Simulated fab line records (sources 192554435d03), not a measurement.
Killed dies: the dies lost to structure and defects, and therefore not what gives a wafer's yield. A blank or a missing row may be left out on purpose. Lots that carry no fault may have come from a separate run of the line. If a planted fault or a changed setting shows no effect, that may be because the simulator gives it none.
Matching of chambers | flow n5-finfet | N5_BEOL_M3_ETCH_69 on rie-diel-03 has 4 sister chambers
The step etches SiARC in CF4, target depth 15.6 nm, time 26 s. 4 wafers are shown with their chamber, then 7 later ones without.

## WAFERS, EACH WITH ITS CHAMBER
wafer  | chamber | drypump-motor-current-A (A)
L081.6 | 2       | 4.8
L085.4 | 3       | 5.3
L085.5 | 0       | 5.5
L087.5 | 1       | 5.4

## WAFERS WITHOUT THEIR CHAMBER
wafer  | drypump-motor-current-A (A)
L087.6 | 4.8
L092.1 | 5.3
L092.2 | 5.4
L092.3 | 5.6
L096.2 | 4.8
L096.4 | 5.4
L096.6 | 4.8

## EACH ONE'S CHAMBER
wafer  | from the rows above | in truth
L087.6 | 2                   | 2
L092.1 | 3                   | 3
L092.2 | 1                   | 1
L092.3 | 0                   | 0
L096.2 | 2                   | 2
L096.4 | 1                   | 1
L096.6 | 2                   | 2
Correct placement for 7 of the 7. Left unplaced by these rows: 0. Number placed wrongly: 0.
How it was worked out, from the rows above alone: a wafer's distance from a chamber is the root of the sum, over the readings, of the square of ((its reading less the chamber's mean) divided by the reading's scatter). If the next closest chamber is less than 2 further off than the closest, the wafer can't be placed; otherwise it belongs to the closest. A chamber's mean is the mean of its shown wafers. The scatter: with one shown wafer a chamber, the root of the mean of the squares of how far each hidden wafer lies from its nearest shown one.
